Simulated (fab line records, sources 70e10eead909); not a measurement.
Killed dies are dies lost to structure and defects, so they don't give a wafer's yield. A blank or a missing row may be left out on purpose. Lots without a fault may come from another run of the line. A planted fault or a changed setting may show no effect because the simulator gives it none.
fab line records | flow nand_harc | part 1 of 2: steps 1 to 29 of 41
record lots=5 wafers=15 last_day=24
route steps=1159 shown A_ZERO_WELL@393 A_SOURCE_PLATE@413 A_ONON_D1@424
lots that met no fault: from a run of the same line without faults
start_h: hours from the record's first day to the start of the lot's first wafer shown | wait_h: hours since the lot's step before | " the same as in the row above | L1.1+2: a row that stands for several wafers | - no value, or no start given | * or withheld: withheld | < > ~ a bound
route shown NAME@n: a module of which the file shows steps, and the number in the route of the first | usual: mean/standard deviation of fault-free wafers | same: alike in all rows | chamber/n: place in a boat | sites: the reading at each site | _std_site: their standard deviation | _edge_site: outer sites' mean less inner sites' | radius_mm: how far each site lies from the wafer's centre | mask NAME#n: copy n | behind: the tool/chamber that last shaped the wafer | hold: why the lot was held/for how many hours/how that ended | device: the transistor (n, p or np) that didn't switch | end of line: the same wafers' tests at the end of the route | a step without rows: its recipe alone | killed: dies lost to structure and defects at the first sort, not the wafer's yield | map: a wafer's dies, x killed, . not, _ none there
set.NAME: the setting as run; set.NAME@STEP: as run at that earlier step | model.NAME: the simulator's own value behind a step, which no gauge read
lots at some steps of the route; a table a step, a row a wafer
services: from which hour (start_h, from the record's first day; less than 0 if before it) a tool's chamber was out of use, for how many hours, and why
## steps
# step NHARC_A_ZERO_WELL_HMDS_03
# recipe time_s=30
# columns lot.wafer tool chamber start_h wait_h
L083.3+4+6 litho_track-05 0 - -
L084.4+5+6 litho_track-05 0 - -
L090.2+4+5 litho_track-07 0 - -
L091.1+2+5 litho_track-03 0 - -
L094.2+5+6 litho_track-05 0 - -
# step NHARC_A_ZERO_WELL_COAT_18
# recipe temp_c=200 time_s=65
# columns lot.wafer tool chamber start_h wait_h
L083.3+4+6 litho_track-05 0 - -
L084.4+5+6 litho_track-05 0 - -
L090.2+4+5 litho_track-07 0 - -
L091.1+2+5 litho_track-03 0 - -
L094.2+5+6 litho_track-05 0 - -
# step NHARC_A_ZERO_WELL_COAT_04
# recipe spin_rpm=2000 resist_thk_nm=600
# columns lot.wafer tool chamber start_h wait_h
L083.3+4+6 litho_track-05 0 - -
L084.4+5+6 litho_track-05 0 - -
L090.2+4+5 litho_track-07 0 - -
L091.1+2+5 litho_track-03 0 - -
L094.2+5+6 litho_track-05 0 - -
# step NHARC_A_ZERO_WELL_SOFTBAKE_05
# recipe temp_c=125 time_s=70
# columns lot.wafer tool chamber start_h wait_h
L083.3+4+6 litho_track-05 0 - -
L084.4+5+6 litho_track-05 0 - -
L090.2+4+5 litho_track-07 0 - -
L091.1+2+5 litho_track-03 0 - -
L094.2+5+6 litho_track-05 0 - -
# step NHARC_A_ZERO_WELL_EBR_06
# columns lot.wafer tool chamber start_h wait_h
L083.3+4+6 litho_track-05 0 - -
L084.4+5+6 litho_track-05 0 - -
L090.2+4+5 litho_track-07 0 - -
L091.1+2+5 litho_track-03 0 - -
L094.2+5+6 litho_track-05 0 - -
# step NHARC_A_ZERO_WELL_EXPOSE_07
# recipe na=0.55 dose_mj=33.85 mask_id=A_ZERO
# usual exposure_dose_mJ_cm2=33.85/0.034
# columns lot.wafer tool chamber start_h wait_h mask exposure_dose_mJ_cm2
L083.3 krf_scanner-04 0 186.62 - A_ZERO#0 33.83
L083.4 " 0 " " A_ZERO#0 33.81
L083.6 " 0 " " A_ZERO#0 33.83
L084.4 krf_scanner-03 0 199.16 - A_ZERO#0 33.89
L084.5 " 0 " " A_ZERO#0 33.84
L084.6 " 0 " " A_ZERO#0 33.86
L090.2 krf_scanner-04 0 232.18 - A_ZERO#0 33.82
L090.4 " 0 " " A_ZERO#0 33.87
L090.5 " 0 " " A_ZERO#0 33.81
L091.1 krf_scanner-03 0 239.43 - A_ZERO#0 33.90
L091.2 " 0 " " A_ZERO#0 33.90
L091.5 " 0 " " A_ZERO#0 33.85
L094.2 krf_scanner-04 0 257.02 - A_ZERO#0 33.89
L094.5 " 0 " " A_ZERO#0 33.86
L094.6 " 0 " " A_ZERO#0 33.84
# step NHARC_A_ZERO_WELL_PEB_08
# recipe peb_temp_c=128 peb_time_s=80
# columns lot.wafer tool chamber start_h wait_h
L083.3+4+6 litho_track-07 0 186.68 0.1
L084.4+5+6 litho_track-03 0 199.21 0.0
L090.2+4+5 litho_track-05 0 232.24 0.1
L091.1+2+5 litho_track-07 0 239.50 0.1
L094.2+5+6 litho_track-07 0 257.08 0.1
# step NHARC_A_ZERO_WELL_DEVELOP_09
# recipe time_s=50 dev_temp_c=22
# columns lot.wafer tool chamber start_h wait_h
L083.3+4+6 litho_track-07 0 - -
L084.4+5+6 litho_track-03 0 - -
L090.2+4+5 litho_track-05 0 - -
L091.1+2+5 litho_track-07 0 - -
L094.2+5+6 litho_track-07 0 - -
# step NHARC_A_ZERO_WELL_CD_MEAS_10
# recipe target_cd_nm=2000 landing_energy_ev=500
# usual cd_nm=1999.9/1.3
# same landing_energy_ev=500
# columns lot.wafer tool chamber start_h wait_h cd_nm
L083.3 cd_sem-02 0 186.76 - 1999.7
L083.4 " 0 " " 2000.4
L083.6 " 0 " " 1999.3
L084.4 cd_sem-03 0 199.30 - 1999.4
L084.5 " 0 " " 2000.1
L084.6 " 0 " " 1999.5
L090.2 cd_sem-01 0 232.33 - 1999.9
L090.4 " 0 " " 2000.4
L090.5 " 0 " " 1997.6
L091.1 cd_sem-02 0 239.58 - 2000.3
L091.2 " 0 " " 2000.1
L091.5 " 0 " " 1998.8
L094.2 cd_sem-01 0 257.17 - 2000.5
L094.5 " 0 " " 2000.2
L094.6 " 0 " " 2001.2
# step NHARC_A_ZERO_WELL_HARDBAKE_11
# recipe temp_c=118 time_s=65
# columns lot.wafer tool chamber start_h wait_h
L083.3+4+6 litho_track-03 0 186.84 -
L084.4+5+6 litho_track-05 0 199.38 -
L090.2+4+5 litho_track-03 0 232.42 -
L091.1+2+5 litho_track-07 0 239.66 -
L094.2+5+6 litho_track-07 0 257.25 -
# step NHARC_A_ZERO_WELL_DESCUM_12
# recipe time_s=3 o2_flow_sccm=200 ar_flow_sccm=0 bias_power_w=0 chemistry=O2
# usual drypump_motor_current_A=5.8/0.56 oes_product_au=1.003/0.0076 rf_vpp_V=57.9/1 showerhead_plenum_p_Torr=1.94/0.097 throttle_valve_pct=11.312/0.0091
# same bias_power_w=0
# columns lot.wafer tool chamber start_h wait_h drypump_motor_current_A oes_product_au rf_hours_counter_h rf_vpp_V showerhead_plenum_p_Torr throttle_valve_pct
L083.4 rie_diel-12 1 186.93 - 6.6 1.017 15 57.2 2.06 11.314
L083.3 " 3 " " 5.4 1.007 15 57.4 1.84 11.317
L083.6 " 0 " " 6.7 0.997 - 58.8 2.04 11.311
L084.4 rie_diel-02 0 199.46 - 5.9 1.005 3 56.5 1.83 11.295
L084.5 " 3 " " 5.9 1.013 - 58.5 1.96 11.311
L084.6 " 0 " " 5.9 1.008 - 56.8 1.83 11.319
L090.2 rie_diel-12 0 232.50 - 6.7 1.003 2 58.2 2.03 11.321
L090.4 " 2 " " 5.0 0.994 2 58.4 2.02 11.315
L090.5 " 0 " " 6.7 1.014 - 58.0 2.03 11.309
L091.2 rie_diel-12 2 239.75 - 4.9 1.000 3 58.7 2.02 11.317
L091.1 " 3 " " 5.3 1.001 3 57.5 1.84 11.324
L091.5 " 3 " " 5.4 0.990 - 56.7 1.84 11.314
L094.2 rie_diel-12 1 257.32 - 6.6 0.999 4 56.3 2.06 11.327
L094.5 " 1 " " 6.6 1.002 - 56.6 2.06 11.314
L094.6 " 2 " " 5.0 0.997 - 57.0 2.02 11.313
# step NHARC_A_ZERO_WELL_ETCH_19
# recipe target_depth_a=800 overetch_a=240 time_s=87.88 ion_energy_ev=200 n2_flow_sccm=150 h2_flow_sccm=150 ar_flow_sccm=0 rf_w=400 bias_w=150 chemistry=N2/H2
# usual drypump_motor_current_A=5.9/0.55 oes_product_au=1.001/0.0082 rf_fwd_power_W=397.3/1.5 rf_vpp_V=431.3/3 showerhead_plenum_p_Torr=2.07/0.11 throttle_valve_pct=14.169/0.01
# columns lot.wafer tool chamber start_h wait_h drypump_motor_current_A oes_product_au rf_fwd_power_W rf_hours_counter_h rf_vpp_V showerhead_plenum_p_Torr throttle_valve_pct
L083.3 rie_diel-12 0 187.01 0.1 6.7 0.977 395.9 16 434.2 2.17 14.168
L083.4 " 2 " " 5.0 0.985 399.8 14 433.5 2.16 14.175
L083.6 " 3 " " 5.3 0.994 394.1 - 428.8 1.96 14.166
L084.4 rie_diel-02 1 199.53 0.1 6.0 1.005 399.5 2 434.7 2.16 14.168
L084.5 " 1 " " 6.0 0.995 397.4 - 433.8 2.16 14.157
L084.6 " 2 " " 6.0 1.003 396.6 - 427.9 1.94 14.179
L090.2 rie_diel-12 2 232.58 0.1 5.0 0.997 396.9 2 434.0 2.16 14.146
L090.4 " 0 " " 6.7 1.006 399.5 2 434.3 2.17 14.168
L090.5 " 2 " " 5.0 0.983 398.7 - 433.3 2.16 14.176
L091.1 rie_diel-12 3 239.83 0.1 5.4 0.993 396.4 3 428.8 1.96 14.177
L091.2 " 2 " " 5.0 0.998 398.5 3 433.6 2.16 14.155
L091.5 " 3 " " 5.4 0.999 396.3 - 427.8 1.96 14.195
L094.2 rie_diel-12 1 257.43 0.1 6.6 1.017 396.6 4 435.2 2.20 14.182
L094.6 " 2 " " 5.0 0.994 397.0 - 435.4 2.16 14.170
L094.5 " 3 " " 5.3 1.011 396.5 - 429.7 1.96 14.172
# step NHARC_A_ZERO_WELL_ETCH_13
# recipe target_depth_a=1200 time_s=40.1 hbr_flow_sccm=150 cl2_flow_sccm=50 rf_w=400 icp_w=400 bias_w=100 chemistry=HBr/Cl2
# usual drypump_motor_current_A=5.8/0.48 he_backside_leak_sccm=2.70/0.29 oes_product_au=1.000/0.0075 rf_fwd_power_W=395.0/2 throttle_valve_pct=26.406/0.0097
# columns lot.wafer tool chamber start_h wait_h drypump_motor_current_A he_backside_leak_sccm oes_product_au rf_fwd_power_W rf_hours_counter_h throttle_valve_pct
L083.4 rie_si-03 3 187.15 - 6.0 2.61 0.999 397.3 0.1 26.394
L083.3 " 0 " " 5.8 2.86 1.012 391.8 0.1 26.411
L083.6 " 2 " " 5.2 2.33 1.006 395.8 - 26.418
L084.4 rie_si-06 1 199.67 - 5.7 2.57 0.985 392.2 0.1 26.400
L084.5 " 0 " " 5.8 2.76 0.999 390.1 - 26.388
L084.6 " 1 " " 5.7 2.54 0.996 391.7 - 26.409
L090.4 rie_si-03 3 232.70 - 6.0 2.68 1.008 394.8 0.5 26.391
L090.2 " 1 " " 6.1 2.50 1.008 397.6 0.6 26.398
L090.5 " 0 " " 5.8 2.93 1.006 393.1 - 26.416
L091.2 rie_si-03 3 239.95 - 6.0 2.67 1.003 396.6 0.5 26.390
L091.1 " 1 " " 6.1 2.78 1.015 398.8 0.6 26.411
L091.5 " 0 " " 5.8 2.97 1.004 395.4 - 26.420
L094.2 rie_si-03 1 257.52 - 6.1 2.69 1.007 397.4 0.8 26.403
L094.5 " 1 " " 6.2 2.53 1.001 396.0 - 26.412
L094.6 " 2 " " 5.2 2.42 0.997 395.6 - 26.410
# step NHARC_A_ZERO_WELL_STRIP_14
# recipe time_s=900 temp_c=130 chemistry=SPM
# columns lot.wafer tool chamber start_h wait_h
L083.4+6+3 wet_bench-03 4,5,0 187.27 -
L084.4+5+6 wet_bench-06 4,5,6 199.81 -
L090.4+5+2 wet_bench-03 1,2,3 232.87 -
L091.2+1+5 wet_bench-06 6,7,2 240.12 -
L094.5+2+6 wet_bench-06 0,1,5 257.67 -
# step NHARC_A_ZERO_WELL_IMPLANT_15
# recipe energy_kev=150 dose_cm2=1e+13 tilt_deg=7
# usual beam_energy_keV=150.00/0.046
# columns lot.wafer tool chamber start_h wait_h beam_energy_keV
L083.3 implanter-01 0 187.74 0.1 150.03
L083.4 " 0 " " 149.90
L083.6 " 0 " " 149.95
L084.4 implanter-02 0 200.30 0.1 149.98
L084.5 " 0 " " 150.02
L084.6 " 0 " " 149.97
L090.2 implanter-02 0 233.28 0.1 149.96
L090.4 " 0 " " 150.03
L090.5 " 0 " " 150.01
L091.1 implanter-01 0 240.55 0.1 150.00
L091.2 " 0 " " 149.97
L091.5 " 0 " " 149.94
L094.2 implanter-01 0 258.11 0.1 149.98
L094.5 " 0 " " 150.09
L094.6 " 0 " " 150.02
# step NHARC_A_ZERO_WELL_PRECLEAN_22
# recipe time_s=60 temp_c=50 bath_age_min=0 chemistry=SC1
# columns lot.wafer tool chamber start_h wait_h
L083.6+3+4 wet_bench-06 3,5,0 187.89 0.0
L084.5+4+6 wet_bench-06 6,7,3 200.43 0.1
L090.4+2+5 wet_bench-04 7,1,3 233.46 0.1
L091.5+2+1 wet_bench-06 0,1,4 240.78 0.1
L094.5+6+2 wet_bench-04 0,1,4 258.29 0.1
# step NHARC_A_ZERO_WELL_SRD_23
# columns lot.wafer tool chamber start_h wait_h
L083.6+3+4 wet_bench-06 3,5,0 - -
L084.5+4+6 wet_bench-06 6,7,3 - -
L090.4+2+5 wet_bench-04 7,1,3 - -
L091.5+2+1 wet_bench-06 0,1,4 240.83 0.0
L094.5+6+2 wet_bench-04 0,1,4 - -
# step NHARC_A_ZERO_WELL_RTA_16
# recipe temp_c=1000 time_s=10
# usual lamp_power_pct=25.8/0.64 wafer_temp_C_max=1005.1/1.1
# columns lot.wafer tool chamber start_h wait_h lamp_power_pct wafer_temp_C_max
L083.3 rtp_anneal-01 0 188.08 - 25.2 1004.1
L083.4 " 0 " " 25.2 1003.2
L083.6 " 0 " " 25.3 1004.3
L084.4 rtp_anneal-02 0 200.65 - 26.5 1004.1
L084.5 " 0 " " 26.5 1007.6
L084.6 " 0 " " 26.5 1005.0
L090.2 rtp_anneal-01 0 233.63 - 25.2 1005.8
L090.4 " 0 " " 25.3 1004.7
L090.5 " 0 " " 25.3 1005.5
L091.1 rtp_anneal-02 0 240.94 0.1 26.5 1005.7
L091.2 " 0 " " 26.6 1006.1
L091.5 " 0 " " 26.5 1008.2
L094.2 rtp_anneal-02 0 258.45 - 26.5 1006.4
L094.5 " 0 " " 26.6 1005.3
L094.6 " 0 " " 26.5 1003.7
# step NHARC_A_ZERO_WELL_INSPECT_17
# usual raw_defect_count=11/5.8
# columns lot.wafer tool chamber start_h wait_h raw_defect_count
L083.3 defect_inspect-02 - 188.22 0.1 9
L083.4 " - " " 3
L083.6 " - " " 9
L084.4 defect_inspect-01 - 200.76 0.1 14
L084.5 " - " " 16
L084.6 " - " " 15
L090.2 defect_inspect-01 - 233.80 0.1 6
L090.4 " - " " 8
L090.5 " - " " 9
L091.1 defect_inspect-01 - 241.13 0.2 3
L091.2 " - " " 5
L091.5 " - " " 9
L094.2 defect_inspect-01 - 258.62 0.1 15
L094.5 " - " " 4
L094.6 " - " " 4
# step NHARC_A_SOURCE_PLATE_PRECLEAN_00
# recipe time_s=60 chemistry=HF-LAST
# columns lot.wafer tool chamber start_h wait_h
L083.3+6+4 wet_bench-09 2,3,5 188.28 0.1
L084.5+4+6 wet_bench-01 0,1,3 200.83 0.1
L090.5+2+4 wet_bench-09 2,3,5 233.86 0.1
L091.5+1+2 wet_bench-09 3,4,7 241.19 0.1
L094.5+2+6 wet_bench-01 3,4,5 258.69 0.1
# step NHARC_A_SOURCE_PLATE_SRD_01
# columns lot.wafer tool chamber start_h wait_h
L083.3+6+4 wet_bench-09 2,3,5 - -
L084.5+4+6 wet_bench-01 0,1,3 - -
L090.5+2+4 wet_bench-09 2,3,5 - -
L091.5+1+2 wet_bench-09 3,4,7 - -
L094.5+2+6 wet_bench-01 3,4,5 - -
# step NHARC_A_SOURCE_PLATE_OXIDE_02
# recipe target_thk_a=100 temp_c=900 ox_time_s=1362 material=SiO2
# usual spike_tc_lower_C=900.8/1.1 tube_center_temp_C=900/0.085 zone_power_lower_pct=15.5/0.91
# columns lot.wafer tool chamber start_h wait_h spike_tc_lower_C tube_center_temp_C zone_power_lower_pct
L083.3 furnace-02 0 191.42 - 900.9 899.77 15.0
L083.4 " 0 " " 902.1 900 15.1
L083.6 " 0 " " 899.8 900.01 15.2
L084.4 furnace-04 0 203.88 - 901.2 900.08 17.0
L084.5 " 0 " " 901.4 899.94 17.0
L084.6 " 0 " " 901.9 899.96 17.2
L090.2 furnace-01 0 237.39 - 902.1 899.95 15.0
L090.4 " 0 " " 901.2 900.05 15.0
L090.5 " 0 " " 898.8 899.89 15.1
L091.1 furnace-01 0 242.63 - 899.8 899.92 15.0
L091.2 " 0 " " 900.8 900.17 15.0
L091.5 " 0 " " 900.4 899.99 15.1
L094.2 furnace-02 0 261.70 - 899.6 899.89 15.1
L094.5 " 0 " " 900.5 900.11 14.9
L094.6 " 0 " " 901.7 899.85 15.0
# step NHARC_A_SOURCE_PLATE_THK_MEAS_09
# recipe thk_meas_gauge=ellipsometry
# usual thk_nm=9.6/1
# columns lot.wafer tool chamber start_h wait_h thk_nm
L083.3 film_metro-01 - 195.52 0.4 11.3
L083.4 " - " " 9.8
L083.6 " - " " 9.6
L084.4 film_metro-02 - 207.91 0.4 9.3
L084.5 " - " " 10.5
L084.6 " - " " 9.3
L090.2 film_metro-02 - 241.45 0.4 9.9
L090.4 " - " " 9.1
L090.5 " - " " 9.0
L091.1 film_metro-01 - 246.62 0.4 7.8
L091.2 " - " " 8.9
L091.5 " - " " 9.1
L094.2 film_metro-02 - 265.77 0.4 8.9
L094.5 " - " " 8.1
L094.6 " - " " 8.4
# step NHARC_A_SOURCE_PLATE_PVD_04
# recipe target_thk_a=500 material=WSi2
# columns lot.wafer tool chamber start_h wait_h
L083.4+3+6 pvd_sputter-01 - 195.59 0.1
L084.4+5+6 pvd_sputter-01 - 207.97 0.1
L090.2+4+5 pvd_sputter-02 - 241.52 0.1
L091.1+2+5 pvd_sputter-03 - 246.68 0.1
L094.2+5+6 pvd_sputter-01 - 265.87 0.1
# step NHARC_A_SOURCE_PLATE_CVD_03
# recipe target_thk_a=2000 temp_c=620 pressure_mtorr=200 time_s=4000 material=poly-Si
# usual spike_tc_lower_C=621.7/1.5 tube_center_temp_C=619.99/0.054 zone_power_lower_pct=9.6/0.4
# columns lot.wafer tool chamber start_h wait_h spike_tc_lower_C tube_center_temp_C zone_power_lower_pct
L083.3 lpcvd_poly-03 0 198.09 - 622.1 620 9.7
L083.4 " 0 " " 620.4 620.01 9.8
L083.6 " 0 " " 622.9 620.01 9.6
L084.4 lpcvd_poly-04 0 210.66 - 623.4 620.1 8.4
L084.5 " 0 " " 623.2 619.93 8.3
L084.6 " 0 " " 622.9 619.94 8.3
L090.2 lpcvd_poly-03 0 244.01 - 621.7 619.99 9.9
L090.4 " 0 " " 622.8 619.95 9.8
L090.5 " 0 " " 621.8 620.01 9.9
L091.1 lpcvd_poly-01 0 249.19 - 619.0 620.01 9.5
L091.2 " 0 " " 620.6 620.05 9.6
L091.5 " 0 " " 618.6 620.03 9.5
L094.2 lpcvd_poly-03 0 268.34 - 623.4 619.96 9.9
L094.5 " 0 " " 622.7 619.96 9.7
L094.6 " 0 " " 622.8 619.94 9.7
# step NHARC_A_SOURCE_PLATE_ANNEAL_05
# recipe temp_c=850 time_s=1800
# usual spike_tc_lower_C=850.5/1.2 tube_center_temp_C=850/0.08 zone_power_lower_pct=13.34/0.12
# columns lot.wafer tool chamber start_h wait_h spike_tc_lower_C tube_center_temp_C zone_power_lower_pct
L083.3 furnace-02 0 205.65 4.4 852.5 849.9 13.54
L083.4 " 0 " " 849.2 850.11 13.23
L083.6 " 0 " " 851.8 849.94 13.25
L084.4 furnace-01 0 217.27 3.5 850.7 850 13.30
L084.5 " 0 " " 852.0 850.11 13.18
L084.6 " 0 " " 851.5 849.88 13.47
L090.2 furnace-01 0 253.72 6.6 848.6 850.03 13.39
L090.4 " 0 " " 852.3 850.13 13.27
L090.5 " 0 " " 850.8 850.04 13.28
L091.1 furnace-01 0 253.72 1.4 852.6 849.91 13.09
L091.2 " 0 " " 850.2 849.92 13.38
L091.5 " 0 " " 850.4 850.06 13.23
L094.2 furnace-02 0 275.95 4.5 852.3 850.11 13.52
L094.5 " 0 " " 850.5 849.99 13.51
L094.6 " 0 " " 851.7 850.02 13.13
# step NHARC_A_SOURCE_PLATE_THK_MEAS_06
# recipe thk_meas_gauge=ellipsometry
# usual thk_nm=199.3/2.4
# columns lot.wafer tool chamber start_h wait_h thk_nm
L083.3 film_metro-02 - 209.59 0.4 197.7
L083.4 " - " " 197.2
L083.6 " - " " 198.0
L084.4 film_metro-02 - 221.26 0.4 197.8
L084.5 " - " " 199.9
L084.6 " - " " 200.5
L091.1 film_metro-02 - 257.72 0.4 201.5
L091.2 " - " " 201.4
L091.5 " - " " 202.6
L090.2 film_metro-02 - 257.73 0.4 197.8
L090.4 " - " " 198.7
L090.5 " - " " 196.8
L094.2 film_metro-01 - 279.91 0.4 200.1
L094.5 " - " " 200.2
L094.6 " - " " 196.3
# step NHARC_A_SOURCE_PLATE_INSPECT_08
# usual raw_defect_count=69/26
# columns lot.wafer tool chamber start_h wait_h raw_defect_count
L083.3 defect_inspect-01 - 209.68 0.0 133
L083.4 " - " " 110
L083.6 " - " " 38
L084.4 defect_inspect-01 - 221.32 0.0 42
L084.5 " - " " 83
L084.6 " - " " 72
L091.1 defect_inspect-02 - 257.78 0.0 80
L091.2 " - " " 44
L091.5 " - " " 67
L090.2 defect_inspect-02 - 257.83 0.0 56
L090.4 " - " " 41
L090.5 " - " " 55
L094.2 defect_inspect-02 - 279.99 0.0 44
L094.5 " - " " 102
L094.6 " - " " 71
# step NHARC_A_ONON_D1_DEP_00
# recipe target_thk_a=10000 n2_flow_sccm=2750 n2o_flow_sccm=2000 nh3_flow_sccm=500 sih4_flow_sccm=210 temp_c=400
# columns lot.wafer tool chamber start_h wait_h
L083.3+4+6 pecvd_onon-03 0 209.88 0.2
L084.4+5+6 pecvd_onon-03 0 221.56 0.2
L091.1+2+5 pecvd_onon-02 0 257.85 0.1
L090.2+4+5 pecvd_onon-04 0 258.27 0.4
L094.2+5+6 pecvd_onon-02 0 280.12 0.1
